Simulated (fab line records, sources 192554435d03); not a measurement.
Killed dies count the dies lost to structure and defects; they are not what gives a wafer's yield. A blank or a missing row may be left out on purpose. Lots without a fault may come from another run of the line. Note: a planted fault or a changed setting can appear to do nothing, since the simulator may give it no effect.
fab line records ; flow n5-finfet
record lots=7; wafers=21
route steps=1938 shown DUMMY_GATE@228 SD_EPI_N@288 SD_EPI_P@321 SD_ACTIVATION@330 HKMG_FIN@395
start-h: hours from the record's opening day to when the first of the lot's shown wafers began ; wait-h: time in hours since the lot's previous step ; " identical to the entry in the row above ; L1.1+2: one row covering several wafers at once ; - either no value or no given start ; * or withheld: withheld ; < > ~ a bound
route shown NAME@n: names a module that has steps shown in the file, with the first one's number in the route ; usual: the fault-free wafers' mean and standard deviation ; same: alike in all rows ; chamber/n: place in a boat ; sites: the reading at each site ; _std_site: standard deviation across them ; _edge_site: the outer-site mean with the inner-site mean subtracted ; radius-mm: how far each site lies from the wafer's centre ; mask NAME#n: copy n ; behind: tool/chamber where the wafer was last shaped ; hold: reason for holding the lot/hours on hold/outcome of the hold ; device: the n, p or np transistor that did not switch ; end of line: the tests these same wafers got at the end of their route ; a step with no rows: only its recipe ; killed: the dies lost at the first sort to structure and to defects; this is not the yield of the wafer ; map: per-die view of a wafer (x killed, . not killed, _ where there is no die)
set.NAME: the run value of the setting; set.NAME@STEP: its run value at that earlier step ; model.NAME: the simulator's own value behind a step, which no gauge read
lots with deliberately changed settings; one table per step, one row per wafer
## steps
# step N5_DUMMY_GATE_EXPOSE_12
# recipe mask-id=GATE; na=0.33; source-shape=annular; sigma-inner=0.2; sigma-outer=0.6; polarization=unpolarized; target-cd-nm=25; dose-mj=34
lot.wafer;tool;chamber;start-h;wait-h;mask;set.dose-mj
L074.4+5+6;euv-scanner-01;0;45.54;-;GATE#0;31.51
L076.2+3+6;euv-scanner-01;0;58.86;-;GATE#0;34
L080.3+4+6;euv-scanner-01;0;82.79;-;GATE#0;34
L086.1+3;euv-scanner-01;0;122.09;-;GATE#0;34
L086.6;euv-scanner-01;0;122.09;-;GATE#0;31.5
L087.2+5+6;euv-scanner-01;0;125.34;-;GATE#0;34
L089.4+5+6;euv-scanner-01;0;135.12;-;GATE#0;34
L096.1+5;euv-scanner-02;0;181.12;-;GATE#0;34
L096.2;euv-scanner-02;0;181.12;-;GATE#0;33.22
# step N5_DUMMY_GATE_PEB_13
# recipe peb-temp-c=100; peb-time-s=60; resist=CAR-EUV
# step N5_DUMMY_GATE_DEVELOP_14
# recipe develop-time-s=30; developer=TMAH; resist=CAR-EUV; rinse-liquid=surfactant-rinse; dry=air-spin; dev-temp-c=23
# step N5_DUMMY_GATE_STRIP_38
# recipe chemistry=N2/H2; temp-c=40; n2-flow-sccm=200; h2-flow-sccm=200; rf-frequency-hz=6e+07
# step N5_DUMMY_GATE_STRIP_39
# recipe chemistry=N2/H2; temp-c=40; n2-flow-sccm=200; h2-flow-sccm=200; rf-frequency-hz=6e+07
# step N5_DUMMY_GATE_TRIM_49
# recipe chemistry=O2; resist=SOC; time-s=29; target-cd-nm=14; source-power-w=300; bias-power-w=0; O2_flow_sccm=100; temp-c=20
lot.wafer;tool;chamber;start-h;wait-h;set.dose-mj@DUMMY_GATE_EXPOSE_12;model.DUMMY_GATE.cd-nm
L074.4;rie-si-04;3;46.01;0.0;31.51;15.4
L074.5;rie-si-04;2;46.01;0.0;31.51;15.8
L074.6;rie-si-04;3;46.01;0.0;31.51;15.6
L076.2+6;rie-si-02;0;59.48;0.0;34;13.8
L076.3;rie-si-02;3;59.48;0.0;34;14.2
L080.3;rie-si-04;2;83.26;0.0;34;13.8
L080.4+6;rie-si-04;3;83.26;0.0;34;14
L086.1;rie-si-05;2;122.58;0.0;34;14.6
L086.3;rie-si-05;3;122.58;0.0;34;14
L086.6;rie-si-05;2;122.58;0.0;31.5;15.8
L087.2+5;rie-si-02;0;125.82;0.0;34;14
L087.6;rie-si-02;1;125.82;0.0;34;13.8
L089.4+5+6;rie-si-04;3,1,0;135.58;0.0;34;13.8
L096.1;rie-si-05;2;181.61;0.0;34;14
L096.2;rie-si-05;3;181.61;0.0;33.22;14.4
L096.5;rie-si-05;3;181.61;0.0;34;13.8
# step N5_DUMMY_GATE_STRIP_40
# recipe chemistry=CF4; resist=SiARC; power-w=300; bias-power-w=75; pressure-mtorr=50; cf4-flow-sccm=150; rf-frequency-hz=6e+07
# step N5_DUMMY_GATE_CD_MEAS_50
# recipe target-cd-nm=14
# usual cd-nm=14.07/0.27
lot.wafer;tool;chamber;start-h;wait-h;set.dose-mj@DUMMY_GATE_EXPOSE_12;cd-nm
L074.4;cd-sem-01;-;46.17;0.1;31.51;15.33
L074.5;cd-sem-01;-;46.17;0.1;31.51;15.78
L074.6;cd-sem-01;-;46.17;0.1;31.51;15.34
L076.2;cd-sem-02;-;59.63;0.0;34;14.11
L076.3;cd-sem-02;-;59.63;0.0;34;14.23
L076.6;cd-sem-02;-;59.63;0.0;34;13.83
L080.3;cd-sem-02;-;83.41;0.0;34;14.22
L080.4;cd-sem-02;-;83.41;0.0;34;14.03
L080.6;cd-sem-02;-;83.41;0.0;34;13.88
L086.1;cd-sem-03;-;122.75;0.0;34;14.34
L086.3;cd-sem-03;-;122.75;0.0;34;14.06
L086.6;cd-sem-03;-;122.75;0.0;31.5;15.76
L087.2;cd-sem-01;-;125.98;0.0;34;14.30
L087.5;cd-sem-01;-;125.98;0.0;34;13.87
L087.6;cd-sem-01;-;125.98;0.0;34;14.04
L089.4;cd-sem-03;-;135.74;0.0;34;13.89
L089.5;cd-sem-03;-;135.74;0.0;34;13.74
L089.6;cd-sem-03;-;135.74;0.0;34;13.58
L096.1;cd-sem-02;-;181.75;0.0;34;13.94
L096.2;cd-sem-02;-;181.75;0.0;33.22;14.74
L096.5;cd-sem-02;-;181.75;0.0;34;13.43
# step N5_DUMMY_GATE_ETCH_31
# recipe chemistry=C4F6/O2; target=SiO2; mask-material=SOC; target-depth-a=825; time-s=27.5; ion-energy-ev=250; pressure-mtorr=30; source-w=345; bias-w=185; Ar_flow_sccm=300; C4F6_flow_sccm=10; O2_flow_sccm=10
# step N5_DUMMY_GATE_STRIP_41
# recipe chemistry=O2; power-w=400; temp-c=40; pressure-mtorr=30; rf-frequency-hz=6e+07; bias-power-w=0; overash-fraction=0.3; o2-flow-sccm=225
# step N5_DUMMY_GATE_HM_OPEN_21
# recipe chemistry=CH3F/O2; target=SiNx; target-depth-a=1200; Ar_flow_sccm=150; CH3F_flow_sccm=30; O2_flow_sccm=23; time-s=171.4; pressure-mtorr=30; source-w=395; bias-w=73; ion-energy-ev=120.7
lot.wafer;tool;chamber;start-h;wait-h;set.time-s@DUMMY_GATE_PECVD_30;model.SiO2_of_DUMMY_GATE_PECVD_30.thk-nm
L074.4;rie-diel-01;1;46.30;0.0;10.8;45.4
L074.5;rie-diel-01;1;46.30;0.0;10.8;44.6
L074.6;rie-diel-01;2;46.30;0.0;10.8;44.8
L076.2+3;rie-diel-04;0,3;59.76;0.0;10.8;45.2
L076.6;rie-diel-04;1;59.76;0.0;10.8;45.6
L080.3;rie-diel-04;2;83.54;0.0;10.8;44
L080.4;rie-diel-04;0;83.54;0.0;10.8;45.8
L080.6;rie-diel-04;3;83.54;0.0;10.8;45.4
L086.1;rie-diel-01;3;123.10;0.0;10.8;44.8
L086.3;rie-diel-01;0;123.10;0.0;9.406;38
L086.6;rie-diel-01;3;123.10;0.0;10.8;46
L087.2;rie-diel-02;2;126.11;0.0;10.8;44.2
L087.5;rie-diel-02;2;126.11;0.0;10.8;45
L087.6;rie-diel-02;3;126.11;0.0;11.5;48.2
L089.4;rie-diel-01;0;135.86;0.0;9.707;40.8
L089.5;rie-diel-01;1;135.86;0.0;10.8;45.8
L089.6;rie-diel-01;0;135.86;0.0;9.707;40
L096.1;rie-diel-01;1;181.89;0.0;9.323;37.8
L096.2;rie-diel-01;0;181.89;0.0;10.8;43.8
L096.5;rie-diel-01;0;181.89;0.0;10.8;45.4
# step N5_SD_EPI_N_EPI_21
# recipe material=Si:P; dopant=P; temp-c=680; pressure-torr=255; time-s=690
lot.wafer;tool;chamber;start-h;wait-h;set.time-s;model.Si-P_of_SD_EPI_N_EPI_21.thk-nm
L074.4;epi-rpcvd-04;0;52.10;1.2;593.9;53.2
L074.5;epi-rpcvd-04;0;52.10;1.2;690;59.4
L074.6;epi-rpcvd-04;0;52.10;1.2;690;59.2
L076.2;epi-rpcvd-02;0;63.32;0.4;690;58.8
L076.3;epi-rpcvd-02;0;63.32;0.4;812;66.4
L076.6;epi-rpcvd-02;0;63.32;0.4;690;59.4
L080.3;epi-rpcvd-03;0;89.05;1.5;690;58
L080.4;epi-rpcvd-03;0;89.05;1.5;690;57.4
L080.6;epi-rpcvd-03;0;91.04;3.3;690;57.6
L086.1+3;epi-rpcvd-04;0;128.84;0.1;690;59
L086.6;epi-rpcvd-04;0;130.24;1.4;592.5;53.2
L087.2;epi-rpcvd-02;0;130.86;0.4;690;59.2
L087.5;epi-rpcvd-02;0;130.86;0.4;690;59.4
L087.6;epi-rpcvd-02;0;130.86;0.4;690;59
L089.4;epi-rpcvd-04;0;140.20;0.9;650.4;57
L089.5;epi-rpcvd-04;0;140.20;0.9;690;58.4
L089.6;epi-rpcvd-04;0;140.20;0.9;690;58.6
L096.1;epi-rpcvd-03;0;185.30;0.1;690;59.8
L096.2;epi-rpcvd-03;0;185.30;0.1;690;60.6
L096.5;epi-rpcvd-03;0;185.30;0.1;638.7;57
# step N5_SD_EPI_N_EPI_MEAS_23
# recipe mode=xrd
# usual thk-nm=59.2/1.2
lot.wafer;tool;chamber;start-h;wait-h;set.time-s@SD_EPI_N_EPI_21;thk-nm
L074.4;film-metro-02;-;53.26;0.8;593.9;53.8
L074.5;film-metro-02;-;53.26;0.8;690;58.8
L074.6;film-metro-02;-;53.26;0.8;690;58.9
L076.2;film-metro-01;-;64.76;1.2;690;59.6
L076.3;film-metro-01;-;64.76;1.2;812;66.5
L076.6;film-metro-01;-;64.76;1.2;690;59.9
L080.3;film-metro-02;-;91.75;2.0;690;58.1
L080.4;film-metro-02;-;91.75;2.0;690;58.3
L080.6;film-metro-02;-;91.75;2.0;690;56.0
L086.1;film-metro-01;-;130.55;1.4;690;57.9
L086.3;film-metro-01;-;130.55;1.4;690;59.0
L086.6;film-metro-01;-;130.55;1.4;592.5;54.5
L087.2;film-metro-02;-;132.30;1.2;690;58.5
L087.5;film-metro-02;-;132.30;1.2;690;60.2
L087.6;film-metro-02;-;132.30;1.2;690;59.5
L089.4;film-metro-01;-;141.09;0.6;650.4;56.4
L089.5;film-metro-01;-;141.09;0.6;690;57.6
L089.6;film-metro-01;-;141.09;0.6;690;59.0
L096.1;film-metro-02;-;187.01;1.4;690;61.4
L096.2;film-metro-02;-;187.01;1.4;690;60.5
L096.5;film-metro-02;-;187.01;1.4;638.7;57.4
# step N5_SD_EPI_N_PRECLEAN_24
# recipe chemistry=O3/DIW; time-s=60; temp-c=22; o3-ppm=10
# step N5_SD_EPI_N_SRD_25
# recipe time-s=30; temp-c=23; rinse-liquid=diw; dry=ipa-marangoni
# step N5_SD_EPI_P_EPI_21
# recipe material=SiGe:B; dopant=B; temp-c=550; pressure-torr=20; ambient=H2; time-s=355
# step N5_SD_EPI_P_HM_STRIP_48
# recipe chemistry=H3PO4; temp-c=160; material=SiNx; target=SiNx; target-depth-a=30; overetch-fraction=0.3
lot.wafer;tool;chamber;start-h;wait-h;set.time-s@SD_EPI_N_EPI_21;model.Si-P_of_SD_EPI_N_EPI_21.thk-nm
L074.4;wet-bench-06;3;58.28;0.0;593.9;52.6
L074.5;wet-bench-06;7;58.28;0.0;690;58.8
L074.6;wet-bench-06;4;58.28;0.0;690;58.4
L076.2;wet-bench-06;7;69.46;0.0;690;58.2
L076.3;wet-bench-06;0;69.46;0.0;812;65.6
L076.6;wet-bench-06;3;69.46;0.0;690;58.8
L080.3;wet-bench-06;7;96.45;0.0;690;57.4
L080.4;wet-bench-06;0;96.45;0.0;690;56.8
L080.6;wet-bench-06;3;96.45;0.0;690;57
L086.1+3;wet-bench-06;1,4;135.24;0.0;690;58.4
L086.6;wet-bench-06;2;135.24;0.0;592.5;52.6
L087.2;wet-bench-01;3;137.33;0.0;690;58.6
L087.5;wet-bench-01;0;137.33;0.0;690;58.8
L087.6;wet-bench-01;7;137.33;0.0;690;58.4
L089.4;wet-bench-01;2;148.20;0.0;650.4;56.4
L089.5;wet-bench-01;5;148.20;0.0;690;57.6
L089.6;wet-bench-01;7;148.20;0.0;690;57.8
L096.1;wet-bench-01;7;191.97;0.0;690;59
L096.2;wet-bench-01;1;191.97;0.0;690;59.8
L096.5;wet-bench-01;3;191.97;0.0;638.7;56.4
# step N5_SD_EPI_P_SRD_49
# recipe dry=ipa-marangoni; time-s=30; temp-c=23; rinse-liquid=diw
# step N5_SD_EPI_P_PRECLEAN_24
# recipe chemistry=O3/DIW; time-s=45; temp-c=22; o3-ppm=10
# step N5_SD_ACTIVATION_RTA_00
# recipe temp-c=975; time-s=0; ambient=N2; idle-temp-c=600; ramp-up-c-per-s=150; ramp-down-c-per-s=60; cool-to-c=600
# step N5_SD_ACTIVATION_LSA_01
# recipe temp-c=1080; time-s=0.0008; ambient=N2
# step N5_SD_ACTIVATION_RS_MEAS_03
# recipe thk-meas-gauge=four-point-probe
# usual RS_SD_N=21.87/0.27; RS_SD_P=56.1/0.89
lot.wafer;tool;chamber;start-h;wait-h;set.time-s@SD_EPI_N_EPI_21;RS_SD_N[ohm/sq];RS_SD_P[ohm/sq]
L074.4;film-metro-01;-;59.37;0.1;593.9;24.50;58.2
L074.5;film-metro-01;-;59.37;0.1;690;21.84;58.2
L074.6;film-metro-01;-;59.37;0.1;690;21.82;57.5
L076.2;film-metro-02;-;70.15;0.2;690;22.10;56.4
L076.3;film-metro-02;-;70.15;0.2;812;19.71;54.9
L076.6;film-metro-02;-;70.15;0.2;690;21.79;56.5
L080.3;film-metro-02;-;97.07;0.2;690;22.24;54.9
L080.4;film-metro-02;-;97.07;0.2;690;22.32;55.9
L080.6;film-metro-02;-;97.07;0.2;690;22.42;55.4
L086.1;film-metro-02;-;136.03;0.2;690;21.87;55.2
L086.3;film-metro-02;-;136.03;0.2;690;21.65;55.4
L086.6;film-metro-02;-;136.03;0.2;592.5;24.36;57.0
L087.2;film-metro-02;-;137.92;0.2;690;21.93;56.8
L087.5;film-metro-02;-;137.92;0.2;690;21.74;57.1
L087.6;film-metro-02;-;137.92;0.2;690;21.94;56.6
L089.4;film-metro-02;-;148.91;0.1;650.4;22.72;55.6
L089.5;film-metro-02;-;148.91;0.1;690;22.18;55.7
L089.6;film-metro-02;-;148.91;0.1;690;22.23;55.3
L096.1;film-metro-01;-;192.54;0.2;690;21.71;57.1
L096.2;film-metro-01;-;192.54;0.2;690;21.56;57.0
L096.5;film-metro-01;-;192.54;0.2;638.7;22.90;56.7
# step N5_HKMG_FIN_EXPOSE_46
# recipe mask-id=NDIPOLE; na=1.35; source-shape=conventional; sigma-outer=0.8; polarization=unpolarized; dose-mj=40
lot.wafer;tool;chamber;start-h;wait-h;mask;set.dose-mj
L074.4+5;arfi-scanner-01;0;72.42;-;NDIPOLE#0;40
L074.6;arfi-scanner-01;0;72.42;-;NDIPOLE#0;37.52
L076.2+3;arfi-scanner-03;0;82.99;-;NDIPOLE#0;38.49
L076.6;arfi-scanner-03;0;82.99;-;NDIPOLE#0;40
L080.3+4+6;arfi-scanner-02;0;110.79;-;NDIPOLE#0;40
L086.1+3+6;arfi-scanner-01;0;149.58;-;NDIPOLE#0;42.46
L087.2+5;arfi-scanner-02;0;150.83;-;NDIPOLE#0;40
L087.6;arfi-scanner-02;0;150.83;-;NDIPOLE#0;37.2
L089.4;arfi-scanner-03;0;163.64;-;NDIPOLE#0;41
L089.5+6;arfi-scanner-03;0;163.64;-;NDIPOLE#0;40
L096.1+2+5;arfi-scanner-03;0;205.46;-;NDIPOLE#0;40
# step N5_HKMG_FIN_PEB_47
# recipe peb-temp-c=withheld; peb-time-s=60; resist=CAR-ArF
# step N5_HKMG_FIN_DEVELOP_48
# recipe develop-time-s=30; developer=TMAH; resist=CAR-ArF; rinse-liquid=diw; dry=air-spin; dev-temp-c=23
# step N5_HKMG_FIN_CD_MEAS_49
# recipe target-cd-nm=202; landing-energy-ev=500; detector=se-inlens; polarity=opening
# usual cd-nm=201.7/0.59
lot.wafer;tool;chamber;start-h;wait-h;set.dose-mj@HKMG_FIN_EXPOSE_46;cd-nm
L074.4;cd-sem-01;0;72.53;-;40;201.4
L074.5;cd-sem-01;0;72.53;-;40;202.0
L074.6;cd-sem-01;0;72.53;-;37.52;199.0
L076.2;cd-sem-02;0;83.11;-;38.49;201.0
L076.3;cd-sem-02;0;83.11;-;38.49;200.3
L076.6;cd-sem-02;0;83.11;-;40;203.1
L080.3;cd-sem-01;0;110.90;-;40;202.2
L080.4;cd-sem-01;0;110.90;-;40;201.3
L080.6;cd-sem-01;0;110.90;-;40;200.9
L086.1;cd-sem-01;0;149.71;-;42.46;205.9
L086.3;cd-sem-01;0;149.71;-;42.46;205.4
L086.6;cd-sem-01;0;149.71;-;42.46;205.6
L087.2;cd-sem-01;0;150.95;-;40;201.9
L087.5;cd-sem-01;0;150.95;-;40;202.7
L087.6;cd-sem-01;0;150.95;-;37.2;198.7
L089.4;cd-sem-01;0;163.75;-;41;202.7
L089.5;cd-sem-01;0;163.75;-;40;201.5
L089.6;cd-sem-01;0;163.75;-;40;201.4
L096.1;cd-sem-03;0;205.59;-;40;201.9
L096.2;cd-sem-03;0;205.59;-;40;201.8
L096.5;cd-sem-03;0;205.59;-;40;201.7
# step N5_HKMG_FIN_DESCUM_53
# recipe chemistry=O2; time-s=7.9; source-power-w=50; bias-power-w=20; pressure-mtorr=20; rf-frequency-hz=2.712e+07; temp-c=40; resist=CAR-ArF; o2-flow-sccm=225
# step N5_HKMG_FIN_ETCH_54
# recipe chemistry=CF4; target=SiARC; target-depth-a=455; mask-material=CAR-ArF; time-s=75.8; ion-energy-ev=80; pressure-mtorr=40; source-w=545; bias-w=36; Ar_flow_sccm=100; cf4-flow-sccm=100; ends=cleared
lot.wafer;tool;chamber;start-h;wait-h;set.dose-mj@HKMG_FIN_EXPOSE_46;model.HKMG_FIN.cd-offset-nm
L074.4;rie-diel-06;0;72.65;0.0;40;-0.4
L074.5;rie-diel-06;0;72.65;0.0;40;0.2
L074.6;rie-diel-06;1;72.65;0.0;37.52;-3.2
L076.2;rie-diel-03;0;83.23;0.0;38.49;-1
L076.3;rie-diel-03;2;83.23;0.0;38.49;-2
L076.6;rie-diel-03;1;83.23;0.0;40;0.6
L080.3;rie-diel-05;0;111.02;0.0;40;0
L080.4;rie-diel-05;1;111.02;0.0;40;-0.2
L080.6;rie-diel-05;2;111.02;0.0;40;-1.2
L086.1;rie-diel-06;0;149.83;0.0;42.46;3.8
L086.3;rie-diel-06;1;149.83;0.0;42.46;3.2
L086.6;rie-diel-06;1;149.83;0.0;42.46;4
L087.2;rie-diel-03;3;151.42;0.0;40;0
L087.5;rie-diel-03;2;151.42;0.0;40;0.4
L087.6;rie-diel-03;3;151.42;0.0;37.2;-3.4
L089.4;rie-diel-06;1;165.07;0.0;41;0.8
L089.5;rie-diel-06;3;165.07;0.0;40;-0.4
L089.6;rie-diel-06;0;165.07;0.0;40;-0.8
L096.1;rie-diel-06;1;205.71;0.0;40;-0.2
L096.2;rie-diel-06;2;205.71;0.0;40;0
L096.5;rie-diel-06;3;205.71;0.0;40;-0.4
# step N5_HKMG_FIN_ETCH_55
# recipe chemistry=N2/H2; target=SOC; target-depth-a=2400; temp-c=40; time-s=300; ion-energy-ev=200; mask-material=SiARC; pressure-mtorr=30; source-w=840; bias-w=150; n2-flow-sccm=200; h2-flow-sccm=200
lot.wafer;tool;chamber;start-h;wait-h;set.h2-flow-sccm
L074.4;rie-diel-06;0;72.71;0.0;200
L074.5+6;rie-diel-06;0,1;72.71;0.0;210.7
L076.2+3;rie-diel-03;0,2;83.29;0.0;200
L076.6;rie-diel-03;1;83.29;0.0;207.2
L080.3+4+6;rie-diel-05;0,1,2;111.08;0.0;200
L086.1;rie-diel-06;0;149.89;0.0;200
L086.3+6;rie-diel-06;1;149.89;0.0;186.5
L087.2;rie-diel-03;3;151.48;0.0;200
L087.5+6;rie-diel-03;2,3;151.48;0.0;193.3
L089.4+6;rie-diel-06;1,0;165.19;0.1;200
L089.5;rie-diel-06;3;165.19;0.1;193.9
L096.1+5;rie-diel-06;1,3;205.77;0.0;200
L096.2;rie-diel-06;2;205.77;0.0;187.1
# step N5_HKMG_FIN_STRIP_56
# recipe chemistry=N2/H2; temp-c=40; n2-flow-sccm=200; h2-flow-sccm=200; rf-frequency-hz=6e+07
# step N5_HKMG_FIN_STRIP_57
# recipe chemistry=CF4; resist=SiARC; power-w=300; bias-power-w=75; pressure-mtorr=50; cf4-flow-sccm=150; rf-frequency-hz=6e+07
# step N5_HKMG_FIN_ETCH_58
# recipe chemistry=N2/H2; target=SOC; target-depth-a=2158; ion-energy-ev=50; bias-w=13; time-s=741; pressure-mtorr=30; source-w=875; n2-flow-sccm=200; h2-flow-sccm=200
lot.wafer;tool;chamber;start-h;wait-h;set.dose-mj@HKMG_FIN_EXPOSE_46;model.HKMG_FIN.cd-offset-nm
L074.4;rie-diel-06;0;72.92;0.0;40;0.2
L074.5;rie-diel-06;0;72.92;0.0;40;0.4
L074.6;rie-diel-06;1;72.92;0.0;37.52;-2.8
L076.2;rie-diel-03;0;83.50;0.0;38.49;-0.8
L076.3;rie-diel-03;2;83.50;0.0;38.49;-2
L076.6;rie-diel-03;1;83.50;0.0;40;0.4
L080.3+4;rie-diel-05;0,1;111.29;0.0;40;-0.2
L080.6;rie-diel-05;2;111.29;0.0;40;-0.8
L086.1;rie-diel-06;0;150.10;0.0;42.46;4
L086.3;rie-diel-06;1;150.10;0.0;42.46;4.2
L086.6;rie-diel-06;1;150.10;0.0;42.46;5.2
L087.2;rie-diel-03;3;151.69;0.0;40;0.2
L087.5;rie-diel-03;2;151.69;0.0;40;0
L087.6;rie-diel-03;3;151.69;0.0;37.2;-2.8
L089.4;rie-diel-06;1;165.53;0.2;41;1.4
L089.5;rie-diel-06;3;165.53;0.2;40;-1
L089.6;rie-diel-06;0;165.53;0.2;40;-1.2
L096.1;rie-diel-06;1;205.98;0.0;40;0.4
L096.2;rie-diel-06;2;205.98;0.0;40;-0.8
L096.5;rie-diel-06;3;205.98;0.0;40;-1.4
# step N5_HKMG_FIN_COAT_06
# recipe resist=CAR-ArF; spin-rpm=1500; resist-thk-nm=90
lot.wafer;tool;chamber;start-h;wait-h;set.spin-rpm;model.CAR-ArF_of_HKMG_FIN_COAT_06.thk-nm
L074.4;litho-track-03;0;-;-;1500;89.6
L074.5;litho-track-03;0;-;-;1500;90
L074.6;litho-track-03;0;-;-;1399;93.2
L076.2;litho-track-02;0;-;-;1500;90
L076.3;litho-track-02;0;-;-;1500;90.2
L076.6;litho-track-02;0;-;-;1500;90.4
L080.3;litho-track-03;0;-;-;1500;90
L080.4+6;litho-track-03;0;-;-;1500;89.8
L086.1+3+6;litho-track-02;0;-;-;1500;90
L087.2;litho-track-02;0;-;-;1414;92.8
L087.5;litho-track-02;0;-;-;1500;90.2
L087.6;litho-track-02;0;-;-;1500;90.4
L089.4;litho-track-02;0;-;-;1500;90.2
L089.5;litho-track-02;0;-;-;1500;90.4
L089.6;litho-track-02;0;-;-;1500;90.6
L096.1;litho-track-02;0;-;-;1447;92
L096.2;litho-track-02;0;-;-;1447;91.8
L096.5;litho-track-02;0;-;-;1500;90
## key
split step=N5_DUMMY_GATE_EXPOSE_12; setting=dose-mj; stated=34; by=wafer
response step=N5_DUMMY_GATE_TRIM_49; reading=model.DUMMY_GATE.cd-nm; change=-0.205; per=1%; r=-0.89
response step=N5_DUMMY_GATE_CD_MEAS_50; reading=cd-nm; change=-0.234; per=1%; r=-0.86
split step=N5_SD_EPI_N_EPI_21; setting=time-s; stated=690; by=wafer
response step=N5_SD_EPI_N_EPI_21; reading=model.Si-P_of_SD_EPI_N_EPI_21.thk-nm; change=+0.413; per=1%; r=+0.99
response step=N5_SD_EPI_N_EPI_MEAS_23; reading=thk-nm; change=*; per=1%; r=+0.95
response step=N5_SD_EPI_P_HM_STRIP_48; reading=model.Si-P_of_SD_EPI_N_EPI_21.thk-nm; change=+0.404; per=1%; r=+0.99
response step=N5_SD_ACTIVATION_RS_MEAS_03; reading=RS_SD_N; change=-0.158; per=1%; r=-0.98
split step=N5_HKMG_FIN_EXPOSE_46; setting=dose-mj; stated=40; by=wafer
response step=N5_HKMG_FIN_CD_MEAS_49; reading=cd-nm; change=+0.507; per=1%; r=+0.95
response step=N5_HKMG_FIN_ETCH_54; reading=model.HKMG_FIN.cd-offset-nm; change=+0.517; per=1%; r=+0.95
response step=N5_HKMG_FIN_ETCH_58; reading=model.HKMG_FIN.cd-offset-nm; change=+0.487; per=1%; r=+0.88
split step=N5_HKMG_FIN_ETCH_55; setting=h2-flow-sccm; stated=200; by=wafer
response none clear
split step=N5_HKMG_FIN_COAT_06; setting=spin-rpm; stated=1500; by=wafer
response step=N5_HKMG_FIN_COAT_06; reading=model.CAR-ArF_of_HKMG_FIN_COAT_06.thk-nm; change=-0.484; per=1%; r=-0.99
split outside-this-file step=N5_DUMMY_GATE_PECVD_30 setting=time-s
# split outside-this-file: this setting was split too, and the file shows its column; the key of that split is in another file
